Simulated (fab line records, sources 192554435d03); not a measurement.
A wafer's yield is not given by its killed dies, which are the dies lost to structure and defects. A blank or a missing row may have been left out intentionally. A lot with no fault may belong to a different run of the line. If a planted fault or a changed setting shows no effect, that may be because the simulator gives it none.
fab line records ; flow n5-finfet
[record] lots = 5; wafers = 15; last-day = 19
route steps=1938 shown BEOL_M2@878 BEOL_M4@1111 PASSIVATION@1936
lots that met no fault: taken from a fault-free run of the same line
start-h: hours from the record's first day to the start of the lot's first wafer shown ; wait-h: how many hours have passed since the lot's step before this one ; " identical to the entry in the row above ; L1.1+2: a row that stands for several wafers ; - value missing, or start not given ; * or withheld: withheld ; < > ~ a bound
route shown NAME@n: a module of which the file shows steps, and the number in the route of the first ; usual: the fault-free wafers' mean and standard deviation ; same: alike in all rows ; chamber/n: place in a boat ; sites: readings site by site ; _std_site: standard deviation across them ; _edge_site: mean of outer sites minus mean of inner sites ; radius-mm: how far each site lies from the wafer's centre ; mask NAME#n: copy n ; behind: the most recent tool/chamber to have shaped the wafer ; hold: why the lot went on hold/how many hours it stayed there/how the hold came to an end ; device: transistor that didn't switch, given as n, p or np ; end of line: tests of these same wafers at the route's end ; a step given without rows: its recipe and nothing more ; killed: dies lost to structure and defects at the first sort, not the wafer's yield ; map: shows each die of a wafer: x if killed, . if not, _ if none is there
set.NAME: the setting that was run; set.NAME@STEP: the one run at that earlier step ; model.NAME: the simulator's own value behind a step, which no gauge read
lots at some steps of the route; a table a step, a row a wafer
services: a tool's chamber out of use, with start hour (start-h, from the record's first day; less than 0 if before it), hours out, and reason
[[steps]]
[step N5_BEOL_M2_INSPECT_30]
[recipe] mode = adi; inspect-instrument = brightfield
[usual] raw-defect-count = 397/100
lot.wafer;tool;chamber;start-h;wait-h;raw-defect-count
L722.1;defect-inspect-02;-;133.15;0.1;583
L722.4;defect-inspect-02;-;133.15;0.1;636
L722.6;defect-inspect-02;-;133.15;0.1;650
L727.1;defect-inspect-02;-;163.60;0.1;331
L727.2;defect-inspect-02;-;163.60;0.1;393
L727.5;defect-inspect-02;-;163.60;0.1;387
L740.3;defect-inspect-01;-;242.81;0.0;370
L740.4;defect-inspect-01;-;242.81;0.0;331
L740.5;defect-inspect-01;-;242.81;0.0;378
L745.1;defect-inspect-01;-;280.09;0.1;322
L745.3;defect-inspect-01;-;280.09;0.1;391
L745.4;defect-inspect-01;-;280.09;0.1;274
L744.2;defect-inspect-01;-;280.65;0.0;440
L744.3;defect-inspect-01;-;280.65;0.0;536
L744.4;defect-inspect-01;-;280.65;0.0;484
[step N5_BEOL_M2_DESCUM_33]
[recipe] chemistry = O2; time-s = 7; source-power-w = 50; bias-power-w = 20; pressure-mtorr = 20; rf-frequency-hz = 2.712e+07; temp-c = 40; resist = CAR-EUV; o2-flow-sccm = 225
[usual] chamber-pressure-mTorr = 20.001/0.018; drypump-motor-current-A = 5.7/0.33; oes-product-au = 0.82/0.094; rf-vpp-V = 243.1/1.3; showerhead-plenum-p-Torr = 2.09/0.069; throttle-valve-pct = 20.31/0.23
lot.wafer;tool;chamber;start-h;wait-h;chamber-pressure-mTorr;drypump-motor-current-A;oes-product-au;rf-hours-counter-h;rf-vpp-V;showerhead-plenum-p-Torr;throttle-valve-pct
L722.1;rie-diel-02;3;133.18;0.0;19.973;5.2;0.74;169;245.1;2.17;20.24
L722.4;rie-diel-02;2;133.18;0.0;20.019;5.7;0.92;21;243.1;2.05;20.10
L722.6;rie-diel-02;0;133.18;0.0;20.007;5.9;0.73;-;243.2;2.18;20.22
L727.1;rie-diel-06;0;163.70;0.1;19.998;5.3;0.85;48;245.3;2.23;20.37
L727.2;rie-diel-06;3;163.70;0.1;20.015;6.2;0.69;225;243.7;1.98;20.52
L727.5;rie-diel-06;1;163.70;0.1;20.011;5.6;0.74;-;243.2;2.08;20.28
L740.3;rie-diel-02;0;242.84;0.0;19.990;5.9;0.70;190;243.8;2.17;20.26
L740.4;rie-diel-02;3;242.84;0.0;19.999;5.2;0.71;210;243.8;2.16;20.30
L740.5;rie-diel-02;2;242.84;0.0;20.028;5.7;0.84;-;242.4;2.03;20.17
L745.1;rie-diel-06;2;280.13;0.0;19.993;5.7;0.86;53;242.9;2.03;20.20
L745.3;rie-diel-06;0;280.13;0.0;19.994;5.3;0.79;87;244.9;2.21;20.41
L745.4;rie-diel-06;1;280.13;0.0;20.015;5.6;0.71;205;242.9;2.07;20.34
L744.2;rie-diel-06;3;281.16;0.5;20.013;6.2;0.98;7;245.4;2.24;20.18
L744.3;rie-diel-06;0;281.16;0.5;20.024;5.3;0.79;88;244.4;2.21;20.41
L744.4;rie-diel-06;1;281.16;0.5;20.000;5.6;0.71;206;241.6;2.07;20.33
[step N5_BEOL_M2_ETCH_77]
[recipe] chemistry = N2/H2; target = underlayer; target-depth-a = 65; mask-material = CAR-EUV; time-s = 5.2; ion-energy-ev = 200; pressure-mtorr = 30; source-w = 840; bias-w = 150; n2-flow-sccm = 200; h2-flow-sccm = 200; ends = cleared
[step N5_BEOL_M2_ETCH_69]
[recipe] chemistry = CF4; target = SiARC; target-depth-a = 156; mask-material = CAR-EUV; time-s = 26; ion-energy-ev = 80; pressure-mtorr = 40; source-w = 545; bias-w = 36; Ar_flow_sccm = 100; cf4-flow-sccm = 100; ends = cleared
[usual] bias-w = 36.01/0.1; chamber-pressure-mTorr = 39.99/0.034; drypump-motor-current-A = 5.7/0.33; etch-rf-on-time-s = 25.8/0.36; oes-product-au = 0.70/0.08; rf-vpp-V = 184.1/1.2; showerhead-plenum-p-Torr = 2.13/0.065; throttle-valve-pct = 15.47/0.24
lot.wafer;tool;chamber;start-h;wait-h;bias-w;chamber-pressure-mTorr;drypump-motor-current-A;etch-rf-on-time-s;oes-product-au;rf-hours-counter-h;rf-vpp-V;showerhead-plenum-p-Torr;throttle-valve-pct
L722.1;rie-diel-02;3;133.23;0.0;35.90;39.99;5.2;25.5;0.64;169;185.4;2.22;15.49
L722.4;rie-diel-02;2;133.23;0.0;36.01;39.99;5.7;25.4;0.78;21;183.1;2.10;15.28
L722.6;rie-diel-02;0;133.23;0.0;36.06;40.00;5.9;25.6;0.62;-;185.8;2.22;15.36
L727.1;rie-diel-06;0;163.75;0.0;36.21;40.03;5.3;25.5;0.72;48;185.7;2.26;15.43
L727.2;rie-diel-06;3;163.75;0.0;36.05;39.94;6.2;25.8;0.59;225;182.4;2.03;15.74
L727.5;rie-diel-06;1;163.75;0.0;35.94;39.94;5.6;26.1;0.62;-;183.4;2.13;15.53
L740.3;rie-diel-02;0;242.90;0.0;35.90;40.01;5.9;25.8;0.61;190;184.9;2.21;15.44
L740.4;rie-diel-02;3;242.90;0.0;35.84;40.00;5.2;26.1;0.61;210;184.9;2.20;15.57
L740.5;rie-diel-02;2;242.90;0.0;36.16;39.97;5.6;25.4;0.73;-;184.4;2.08;15.37
L745.1;rie-diel-06;2;280.18;0.0;35.84;40.00;5.7;25.6;0.73;53;182.5;2.09;15.44
L745.3;rie-diel-06;0;280.18;0.0;36.01;39.96;5.3;25.5;0.68;87;186.4;2.25;15.50
L745.4;rie-diel-06;1;280.18;0.0;35.92;39.98;5.6;26.3;0.60;205;183.6;2.12;15.59
L744.2;rie-diel-06;3;281.21;0.0;35.97;40.04;6.1;25.4;0.84;7;185.2;2.28;15.30
L744.3;rie-diel-06;0;281.21;0.0;36.01;40.01;5.3;25.5;0.67;88;185.1;2.25;15.51
L744.4;rie-diel-06;1;281.21;0.0;35.96;39.95;5.6;26.0;0.61;206;184.3;2.12;15.60
[step N5_BEOL_M2_ALD_98]
[recipe] material = SiO2; target-thk-a = 25; temp-c = 100; ald-precursor-family = BDEAS; ald-co-reactant = O2-plasma; pulse-time-s = 1; co-reactant-pulse-time-s = 1; purge-time-s = 2; co-reactant-purge-time-s = 2; ald-cycles = 17; pressure-torr = 2
[step N5_BEOL_M2_ETCHBACK_99]
[recipe] chemistry = CHF3; target = SiO2; target-depth-a = 50; time-s = 10.4; source-w = 215; bias-w = 47; Ar_flow_sccm = 200; CHF3_flow_sccm = 12; ion-energy-ev = 100; pressure-mtorr = 30
[usual] chamber-pressure-mTorr = 29.999/0.025; drypump-motor-current-A = 5.7/0.38; oes-product-au = 0.82/0.1; rf-vpp-V = 241.0/1.6; showerhead-plenum-p-Torr = 2.14/0.06; throttle-valve-pct = 16.95/0.26
lot.wafer;tool;chamber;start-h;wait-h;chamber-pressure-mTorr;drypump-motor-current-A;oes-product-au;rf-hours-counter-h;rf-vpp-V;showerhead-plenum-p-Torr;throttle-valve-pct
L722.1;rie-diel-02;1;137.92;4.6;30.017;5.8;0.96;2;239.8;2.12;16.76
L722.4;rie-diel-02;0;137.92;4.6;30.002;5.9;0.73;161;243.8;2.23;16.82
L722.6;rie-diel-02;0;137.92;4.6;30.006;5.9;0.74;-;243.4;2.23;16.81
L727.1;rie-diel-01;2;164.68;0.1;29.975;5.7;0.87;48;240.9;2.10;16.63
L727.2;rie-diel-01;3;164.68;0.1;30.017;6.4;0.98;5;242.6;2.13;16.85
L727.5;rie-diel-01;1;164.68;0.1;29.965;5.5;0.69;-;241.9;2.13;17.52
L740.3;rie-diel-02;1;248.09;5.1;29.984;5.9;0.86;44;239.9;2.10;16.84
L740.4;rie-diel-02;2;248.09;5.1;30.018;5.7;0.85;65;239.7;2.09;16.84
L740.5;rie-diel-02;2;248.09;5.1;30.026;5.7;0.85;-;239.5;2.09;16.83
L745.1;rie-diel-06;2;283.38;3.0;29.976;5.7;0.85;54;238.6;2.10;16.91
L745.3;rie-diel-06;3;283.38;3.0;29.960;6.2;0.99;7;241.1;2.29;16.77
L745.4;rie-diel-06;0;283.38;3.0;30.024;5.3;0.80;88;241.9;2.27;17.04
L744.2;rie-diel-01;3;284.34;3.0;29.974;6.4;0.88;50;241.1;2.11;16.92
L744.3;rie-diel-01;2;284.34;3.0;29.966;5.8;0.82;93;239.8;2.09;16.69
L744.4;rie-diel-01;1;284.34;3.0;29.992;5.5;0.94;7;241.0;2.12;17.16
[step N5_BEOL_M2_ETCH_70]
[recipe] chemistry = N2/H2; target = SOC; target-depth-a = 800; overetch-a = 240; mask-material = SiARC; temp-c = 40; time-s = 130; ion-energy-ev = 200; pressure-mtorr = 30; source-w = 840; bias-w = 150; n2-flow-sccm = 200; h2-flow-sccm = 200
[usual] bias-w = 149.9/0.45; chamber-pressure-mTorr = 30.005/0.026; drypump-motor-current-A = 5.7/0.37; oes-product-au = 0.60/0.072; rf-vpp-V = 523.5/2.1; showerhead-plenum-p-Torr = 2.53/0.072; throttle-valve-pct = 17.68/0.24
lot.wafer;tool;chamber;start-h;wait-h;bias-w;chamber-pressure-mTorr;drypump-motor-current-A;oes-product-au;rf-hours-counter-h;rf-vpp-V;showerhead-plenum-p-Torr;throttle-valve-pct
L722.1;rie-diel-02;1;137.95;0.0;150.4;29.999;5.8;0.70;2;524.2;2.50;17.55
L722.4;rie-diel-02;0;137.95;0.0;150.3;30.011;5.9;0.53;161;527.0;2.64;17.58
L722.6;rie-diel-02;0;137.95;0.0;150.1;30.006;5.9;0.53;-;527.4;2.64;17.59
L727.1;rie-diel-01;2;164.72;0.0;150.1;29.959;5.8;0.65;48;522.4;2.48;17.38
L727.2;rie-diel-01;3;164.72;0.0;150.5;30.015;6.4;0.72;5;523.0;2.50;17.50
L727.5;rie-diel-01;1;164.72;0.0;149.9;29.978;5.5;0.51;-;522.2;2.51;18.21
L740.3;rie-diel-02;1;248.13;0.0;149.6;29.965;5.8;0.63;44;522.6;2.49;17.62
L740.4;rie-diel-02;2;248.13;0.0;150.1;30.006;5.7;0.61;65;523.1;2.48;17.65
L740.5;rie-diel-02;2;248.13;0.0;149.5;30.013;5.7;0.62;-;522.3;2.48;17.66
L745.1;rie-diel-06;2;283.42;0.0;150.5;30.014;5.7;0.63;54;521.8;2.47;17.61
L745.3;rie-diel-06;3;283.42;0.0;149.3;30.030;6.2;0.71;8;527.7;2.72;17.65
L745.4;rie-diel-06;0;283.42;0.0;149.6;30.019;5.3;0.59;88;527.2;2.68;17.79
L744.2;rie-diel-01;3;284.37;0.0;150.2;30.011;6.4;0.65;50;522.9;2.48;17.58
L744.3;rie-diel-01;2;284.37;0.0;150.5;30.023;5.8;0.60;93;522.2;2.46;17.48
L744.4;rie-diel-01;1;284.37;0.0;150.9;30.016;5.5;0.69;7;521.8;2.50;17.85
[step N5_BEOL_M2_STRIP_71]
[recipe] chemistry = N2/H2; temp-c = 40; n2-flow-sccm = 200; h2-flow-sccm = 200; rf-frequency-hz = 6e+07
[step N5_BEOL_M2_STRIP_78]
[recipe] chemistry = N2/H2; temp-c = 40; n2-flow-sccm = 200; h2-flow-sccm = 200; rf-frequency-hz = 6e+07
[step N5_BEOL_M2_VIA_ETCH_34]
[recipe] chemistry = C4F6/O2; target-depth-a = 694; mask-material = SOC; pressure-mtorr = 15; ion-energy-ev = 250; taper-deg = 4; time-s = 65.9; source-w = 350; bias-w = 170; Ar_flow_sccm = 300; C4F6_flow_sccm = 10; O2_flow_sccm = 10
[step N5_BEOL_M2_STRIP_83]
[recipe] chemistry = C4F6/O2; resist = SiARC; rf-frequency-hz = 6e+07
[step N5_BEOL_M2_STRIP_36]
[recipe] chemistry = N2/H2; power-w = 450; temp-c = 40; pressure-mtorr = 20; rf-frequency-hz = 6e+07; overash-fraction = 0.3; bias-power-w = 7; h2-frac = 0.5; n2-flow-sccm = 200; h2-flow-sccm = 200
[usual] chamber-pressure-mTorr = 20.00/0.032; drypump-motor-current-A = 5.7/0.37; oes-product-au = 0.82/0.1; rf-vpp-V = 59.1/1.4; showerhead-plenum-p-Torr = 2.52/0.072; throttle-valve-pct = 23.52/0.22
[same] overash-fraction = 0.3
lot.wafer;tool;chamber;start-h;wait-h;chamber-pressure-mTorr;drypump-motor-current-A;oes-product-au;rf-hours-counter-h;rf-vpp-V;showerhead-plenum-p-Torr;throttle-valve-pct
L722.1;rie-diel-02;1;138.12;0.0;20.03;5.8;0.96;2;56.0;2.50;23.49
L722.4;rie-diel-02;0;138.12;0.0;20.00;5.9;0.73;161;58.9;2.63;23.44
L722.6;rie-diel-02;0;138.12;0.0;20.01;5.9;0.72;-;59.1;2.63;23.45
L727.1;rie-diel-01;2;164.89;0.0;20.03;5.7;0.88;48;58.1;2.48;23.30
L727.2;rie-diel-01;3;164.89;0.0;20.00;6.4;0.99;5;58.1;2.50;23.36
L727.5;rie-diel-01;1;164.89;0.0;19.98;5.5;0.69;-;55.6;2.51;23.96
L740.3;rie-diel-02;1;248.30;0.0;19.96;5.8;0.86;44;58.2;2.48;23.55
L740.4;rie-diel-02;2;248.30;0.0;20.01;5.7;0.83;65;61.3;2.47;23.52
L740.5;rie-diel-02;2;248.30;0.0;19.99;5.7;0.85;-;57.2;2.47;23.54
L745.1;rie-diel-06;2;283.59;0.0;20.04;5.7;0.84;54;58.1;2.47;23.44
L745.3;rie-diel-06;3;283.59;0.0;20.03;6.2;0.96;8;56.9;2.72;23.71
L745.4;rie-diel-06;0;283.59;0.0;20.00;5.3;0.78;88;61.5;2.68;23.64
L744.2;rie-diel-01;3;284.54;0.0;20.00;6.4;0.90;50;60.1;2.48;23.40
L744.3;rie-diel-01;2;284.54;0.0;19.99;5.8;0.83;93;59.2;2.46;23.33
L744.4;rie-diel-01;1;284.54;0.0;20.02;5.5;0.96;7;59.2;2.49;23.70
[step N5_BEOL_M2_TRENCH_ETCH_37]
[recipe] chemistry = C4F6/O2; target-depth-a = 555.55; target = SiOC; time-s = 29.2; ion-energy-ev = 250; pressure-mtorr = 30; source-w = 355; bias-w = 185; Ar_flow_sccm = 300; C4F6_flow_sccm = 10; O2_flow_sccm = 10
[usual] bias-w = 185.0/0.54; chamber-pressure-mTorr = 30.000/0.028; drypump-motor-current-A = 5.7/0.37; oes-product-au = 0.82/0.1; rf-vpp-V = 666/4.1; showerhead-plenum-p-Torr = 2.83/0.077; throttle-valve-pct = 20.75/0.25
lot.wafer;tool;chamber;start-h;wait-h;bias-w;chamber-pressure-mTorr;drypump-motor-current-A;oes-product-au;rf-hours-counter-h;rf-vpp-V;showerhead-plenum-p-Torr;throttle-valve-pct
L722.1;rie-diel-02;1;138.16;-;185.6;29.973;5.8;0.97;3;663;2.80;20.59
L722.4;rie-diel-02;0;138.16;-;185.5;30.026;5.9;0.74;161;672;2.95;20.57
L722.6;rie-diel-02;0;138.16;-;185.1;29.967;5.8;0.74;-;673;2.95;20.59
L727.1;rie-diel-01;2;164.93;-;185.6;29.954;5.7;0.87;48;666;2.79;20.43
L727.2;rie-diel-01;3;164.93;-;185.8;29.987;6.4;0.98;5;668;2.81;20.68
L727.5;rie-diel-01;1;164.93;-;185.5;30.033;5.5;0.69;-;669;2.82;21.29
L740.3;rie-diel-02;1;248.34;-;190.2;30.013;5.8;0.86;44;678;2.78;20.65
L740.4;rie-diel-02;2;248.34;-;190.0;29.972;5.7;0.85;65;680;2.77;20.64
L740.5;rie-diel-02;2;248.34;-;191.8;30.039;5.6;0.84;-;678;2.77;20.64
L745.1;rie-diel-06;2;283.63;-;184.3;29.961;5.7;0.85;54;659;2.77;20.71
L745.3;rie-diel-06;3;283.63;-;184.8;30.015;6.2;0.96;8;667;3.02;20.58
L745.4;rie-diel-06;0;283.63;-;184.2;29.963;5.3;0.80;88;665;3.00;20.86
L744.2;rie-diel-01;3;284.58;-;185.5;29.986;6.4;0.88;50;669;2.79;20.72
L744.3;rie-diel-01;2;284.58;-;185.5;30.014;5.7;0.82;93;665;2.77;20.49
L744.4;rie-diel-01;1;284.58;-;185.4;30.064;5.6;0.94;7;670;2.80;21.00
[step N5_BEOL_M2_ETCH_41]
[recipe] chemistry = CH3F/O2; target = SiCN; target-depth-a = 299; taper-deg = 2; time-s = 52.5; ion-energy-ev = 120; mask-material = TiN; pressure-mtorr = 30; source-w = 395; bias-w = 75; Ar_flow_sccm = 150; CH3F_flow_sccm = 30; O2_flow_sccm = 20
[step N5_BEOL_M4_RC_MEAS_101]
[usual] DIBL_N = 36.1/1.3; DIBL_P = 36.1/1.7; IOFF_N = 0.154/0.022; IOFF_P = 0.201/0.024; ION_N = 675/8.9; ION_P = 462/5.9; SS_N = 71.5/0.49; SS_P = 73.3/0.58; VT_N = 250.0/2.7; VT_P = -251.3/2.7
lot.wafer;tool;chamber;start-h;wait-h;DIBL_N[mV/V];DIBL_P[mV/V];IOFF_N[nA/um];IOFF_P[nA/um];ION_N[uA/um];ION_P[uA/um];SS_N[mV/dec];SS_P[mV/dec];VT_N[mV];VT_P[mV]
L722.1;prober-01;0;163.86;0.0;35.2;34.6;0.139;0.198;663;464;71.4;73.6;249.6;-252.8
L722.4;prober-01;0;163.86;0.0;37.3;37.2;0.171;0.234;680;472;72.4;73.3;249.8;-248.2
L722.6;prober-01;0;163.86;0.0;37.0;37.0;0.178;0.227;677;467;72.2;73.1;247.3;-249.9
L727.1;prober-01;0;193.44;0.0;34.4;33.9;0.122;0.190;655;461;71.0;72.3;253.0;-249.8
L727.2;prober-01;0;193.44;0.0;37.2;37.3;0.175;0.249;675;468;72.2;73.6;245.3;-247.2
L727.5;prober-01;0;193.44;0.0;34.7;33.9;0.124;0.179;658;454;71.7;72.6;254.0;-253.5
L740.3;prober-02;0;285.03;0.3;39.7;40.7;0.211;0.239;682;457;72.7;73.8;248.6;-251.5
L740.4;prober-02;0;285.03;0.3;35.6;35.6;0.132;0.168;666;454;71.4;73.0;256.1;-257.8
L740.5;prober-02;0;285.03;0.3;36.4;36.8;0.145;0.187;666;455;71.5;73.2;252.7;-253.4
L744.2;prober-02;0;319.63;0.2;36.8;37.9;0.169;0.246;676;468;71.5;73.4;249.1;-245.1
L744.3;prober-02;0;319.63;0.2;36.7;37.0;0.156;0.218;673;466;72.0;73.1;247.2;-247.4
L744.4;prober-02;0;319.63;0.2;37.7;38.4;0.179;0.248;690;475;71.6;74.0;244.3;-248.4
L745.1;prober-01;0;322.46;0.0;34.4;34.5;0.120;0.148;673;461;71.5;72.9;253.3;-257.6
L745.3;prober-01;0;322.46;0.0;37.1;37.9;0.162;0.182;677;459;71.4;73.9;248.8;-253.7
L745.4;prober-01;0;322.46;0.0;35.9;36.7;0.149;0.175;671;456;72.4;73.4;249.1;-255.6
[step N5_PASSIVATION_PROBE_49]
[usual] defect-limited-yield = 90.9/1.3; killed_at_M0_to_M3 = 35/10; killed_at_M4_up = 15/5.7; killed-at-contacts = 14/6.4; killed-at-front-end = 40/11; killed-at-other = 4/3.1; killed-dies = 108/16; killed-open = 71/11; killed-short = 34/7.7; sort_bin_5_function = 5.4/0.9; sort_bin_6_memory = 3.4/0.61; sort-n-pass = 1072/16; sort-yield-pct = 90.9/1.3
[same] gross-dies = 1180; killed-at-back-side = 0; sort_bin_4_leakage[%] = 0; sort_bin_8_speed[%] = 0
lot.wafer;tool;chamber;start-h;wait-h;defect-limited-yield[%];killed_at_M0_to_M3;killed_at_M4_up;killed-at-contacts;killed-at-front-end;killed-at-other;killed-dies;killed-open;killed-short;sort_bin_5_function[%];sort_bin_6_memory[%];sort-n-pass;sort-yield-pct[%]
L722.1;prober-01;-;264.75;0.0;90.3;37;15;33;23;7;115;77;36;5.7;4.0;1065;90.3
L722.4;prober-01;-;264.90;0.2;91.0;24;15;17;48;2;106;82;24;5.4;3.3;1074;91.0
L722.6;prober-01;-;265.00;0.3;91.8;32;12;23;26;4;97;67;30;5.1;3.1;1083;91.8
L727.1;prober-01;-;295.33;0.0;92.5;32;15;8;34;0;89;64;25;4.7;2.7;1091;92.5
L727.2;prober-01;-;295.38;0.1;91.0;34;20;7;41;4;106;73;32;5.8;3.0;1074;91.0
L727.5;prober-01;-;295.53;0.2;90.3;48;27;15;22;2;114;91;22;5.4;4.0;1066;90.3
L740.3;prober-02;-;390.14;0.1;91.4;39;12;15;35;1;102;74;25;4.9;3.4;1078;91.4
L740.4;prober-02;-;390.19;0.2;91.3;47;14;4;34;4;103;62;38;5.4;2.9;1077;91.3
L740.5;prober-02;-;390.24;0.2;88.8;44;10;18;52;8;132;95;35;5.7;5.2;1048;88.8
L744.2;prober-01;-;426.64;0.1;89.2;29;23;4;71;1;128;83;39;5.9;4.0;1052;89.2
L744.3;prober-01;-;426.69;0.1;91.9;24;14;14;38;6;96;51;43;4.9;3.0;1084;91.9
L744.4;prober-01;-;426.74;0.2;89.7;39;15;13;51;4;122;96;25;5.7;4.4;1058;89.7
L745.1;prober-01;-;447.31;0.0;89.9;41;17;21;37;3;119;78;40;5.7;4.2;1061;89.9
L745.3;prober-01;-;447.41;0.1;89.6;44;14;15;46;4;123;81;41;6.0;4.0;1057;89.6
L745.4;prober-01;-;447.46;0.2;90.0;39;18;14;43;4;118;78;37;5.8;3.7;1062;90.0
// killed by level:class
L722.1 MOL_CONTACT_COAG:geometric-particle:open=31 BEOL_M0_SAQP:geometric-particle:open=12 BEOL_M0_SAQP:geometric-particle:short=10 BEOL_M4:geometric-particle:open=8 FIN_SAQP:geometric-particle:short=6 BEOL_M2:geometric-particle:open=5 FIN_SAQP:geometric-particle:open=4 STARTING-WAFER:geometric-particle:short=4
L722.4 FIN_SAQP:geometric-particle:open=14 MOL_CONTACT_COAG:geometric-particle:open=14 STI_FIN_REVEAL:geometric-particle:open=11 BEOL_M1:geometric-particle:open=8 GATE_CUT:geometric-particle:open=8 BEOL_M0_SAQP:geometric-particle:short=6 STARTING-WAFER:geometric-particle:open=5 BEOL_M0_SAQP:geometric-particle:open=5
L722.6 MOL_CONTACT_COAG:geometric-particle:open=19 BEOL_M0_SAQP:geometric-particle:short=10 BEOL_M0_SAQP:geometric-particle:open=9 BEOL_M1:geometric-particle:open=7 FIN_SAQP:geometric-particle:open=5 DUMMY_GATE:geometric-particle:open=5 BEOL_M2:geometric-particle:open=5 MOL_CONTACT_COAG:geometric-particle:short=4
L727.1 BEOL_M4:geometric-particle:open=10 BEOL_M3:geometric-particle:open=9 STI_FIN_REVEAL:geometric-particle:open=7 FIN_SAQP:geometric-particle:open=6 MOL_CONTACT_COAG:geometric-particle:open=6 BEOL_M2:geometric-particle:open=6 BEOL_M1:geometric-particle:open=5 ILD0:geometric-particle:open=4
L727.2 FIN_SAQP:geometric-particle:open=15 BEOL_M4:geometric-particle:open=12 FIN_SAQP:geometric-particle:short=11 BEOL_M1:geometric-particle:open=8 BEOL_M3:geometric-particle:open=8 MOL_CONTACT_COAG:geometric-particle:open=6 BEOL_M0_SAQP:geometric-particle:short=6 BEOL_M2:geometric-particle:open=4
L727.5 BEOL_M4:geometric-particle:open=16 BEOL_M2:geometric-particle:open=15 MOL_CONTACT_COAG:geometric-particle:open=11 FIN_SAQP:geometric-particle:open=8 BEOL_M3:geometric-particle:open=8 BEOL_M1:geometric-particle:open=8 BEOL_M3:geometric-particle:short=7 STI_FIN_REVEAL:geometric-particle:open=5
L740.3 MOL_CONTACT_COAG:geometric-particle:open=14 BEOL_M1:geometric-particle:open=12 FIN_SAQP:geometric-particle:open=8 BEOL_M0_SAQP:geometric-particle:open=8 BEOL_M3:geometric-particle:open=6 FIN_SAQP:geometric-particle:short=5 STI_FIN_REVEAL:geometric-particle:open=5 GATE_CUT:geometric-particle:short=5
L740.4 BEOL_M0_SAQP:geometric-particle:short=13 BEOL_M1:geometric-particle:open=11 BEOL_M0_SAQP:geometric-particle:open=8 FIN_SAQP:geometric-particle:open=6 FIN_SAQP:geometric-particle:short=6 BEOL_M4:geometric-particle:open=6 BEOL_M0:geometric-particle:open=4 DUMMY_GATE:geometric-particle:open=3
L740.5 FIN_SAQP:geometric-particle:open=20 MOL_CONTACT_COAG:geometric-particle:open=14 BEOL_M1:geometric-particle:open=13 BEOL_M3:geometric-particle:open=10 DUMMY_GATE:geometric-particle:open=7 BEOL_M0_SAQP:geometric-particle:open=6 BEOL_M0_SAQP:geometric-particle:short=6 FIN_SAQP:geometric-particle:short=5
L744.2 FIN_SAQP:geometric-particle:open=17 STI_FIN_REVEAL:geometric-particle:open=12 FIN_SAQP:geometric-particle:short=11 BEOL_M0_SAQP:geometric-particle:open=9 BEOL_M3:geometric-particle:open=7 BEOL_M0_SAQP:geometric-particle:short=7 GATE_CUT:geometric-particle:short=6 DUMMY_GATE:geometric-particle:open=6
L744.3 GATE_CUT:geometric-particle:short=12 MOL_CONTACT_COAG:geometric-particle:open=11 BEOL_M0_SAQP:geometric-particle:open=6 BEOL_M3:geometric-particle:open=6 FIN_SAQP:geometric-particle:open=5 STI_FIN_REVEAL:geometric-particle:open=5 BEOL_M1:geometric-particle:short=4 FIN_SAQP:geometric-particle:short=3
L744.4 FIN_SAQP:geometric-particle:open=17 BEOL_M3:geometric-particle:open=16 STI_FIN_REVEAL:geometric-particle:open=14 MOL_CONTACT_COAG:geometric-particle:open=12 BEOL_M0_SAQP:geometric-particle:open=6 FIN_SAQP:geometric-particle:short=5 BEOL_M1:geometric-particle:open=5 STARTING-WAFER:geometric-particle:short=4
L745.1 MOL_CONTACT_COAG:geometric-particle:open=19 BEOL_M0_SAQP:geometric-particle:short=13 FIN_SAQP:geometric-particle:open=11 BEOL_M3:geometric-particle:open=9 FIN_SAQP:geometric-particle:short=8 BEOL_M0_SAQP:geometric-particle:open=8 STI_FIN_REVEAL:geometric-particle:open=7 DUMMY_GATE:geometric-particle:open=4
L745.3 STI_FIN_REVEAL:geometric-particle:open=19 MOL_CONTACT_COAG:geometric-particle:open=12 FIN_SAQP:geometric-particle:open=11 BEOL_M0_SAQP:geometric-particle:short=9 BEOL_M2:geometric-particle:short=9 BEOL_M0_SAQP:geometric-particle:open=8 BEOL_M4:geometric-particle:open=7 STARTING-WAFER:geometric-particle:short=6
L745.4 MOL_CONTACT_COAG:geometric-particle:open=13 BEOL_M0_SAQP:geometric-particle:short=13 BEOL_M0_SAQP:geometric-particle:open=12 FIN_SAQP:geometric-particle:open=11 FIN_SAQP:geometric-particle:short=9 STI_FIN_REVEAL:geometric-particle:open=8 BEOL_M4:geometric-particle:open=7 BEOL_M0:geometric-particle:open=5
[[services]]
tool;chamber;start-h;hours;kind
rie-diel-06;2;112.37;4.9;repair
rie-diel-01;3;112.40;-;clean
rie-diel-01;3;112.40;-;consumable-replace:focus-ring
rie-diel-01;3;112.40;41.4;scheduled-down
rie-diel-01;3;112.40;41.4;vent-cycle
rie-diel-06;2;117.46;-;clean
rie-diel-06;2;117.46;-;consumable-replace:focus-ring
rie-diel-06;2;117.46;14.7;scheduled-down
rie-diel-06;2;117.46;14.7;vent-cycle
rie-diel-01;0;119.86;2.2;repair
rie-diel-01;0;154.18;-;clean
rie-diel-01;0;154.18;-;consumable-replace:focus-ring
rie-diel-01;0;154.18;33.0;scheduled-down
rie-diel-01;0;154.18;33.0;vent-cycle
rie-diel-06;1;164.44;9.9;repair
rie-diel-01;3;177.60;5.2;repair
rie-diel-06;1;183.55;8.8;repair
rie-diel-02;0;212.15;22.1;repair
rie-diel-06;3;215.95;2.9;repair
rie-diel-01;1;240.61;-;clean
rie-diel-06;3;242.73;-;clean
rie-diel-06;3;242.73;-;consumable-replace:focus-ring
rie-diel-06;3;242.73;-;consumable-replace:showerhead
rie-diel-02;2;281.00;6.7;repair
[[key]]
[first-sign] step = N5_BEOL_M2_TRENCH_ETCH_37; reading = bias-w; direction = up; sigmas = 10; usual = *; struck = *
[effect] step = N5_BEOL_M2_TRENCH_ETCH_37; reading = rf-vpp-V; direction = up; sigmas = 3; usual = 666; struck = 678
met-at N5_BEOL_M2_TRENCH_ETCH_37
struck-wafers L740.3,L740.4,L740.5
onset-between 138.16 248.34
[earlier-fault] kind = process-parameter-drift; tool = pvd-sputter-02; chamber = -; onset-h = 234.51; steps = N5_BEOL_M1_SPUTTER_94; channel = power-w; offset = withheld; shape = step; acts-in = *
[fault] kind = process-parameter-drift; tool = rie-diel-02; chamber = -; onset-h = 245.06; steps = N5_BEOL_M2_TRENCH_ETCH_37; channel = bias-w; offset = *; shape = step; acts-in = *; stated = *
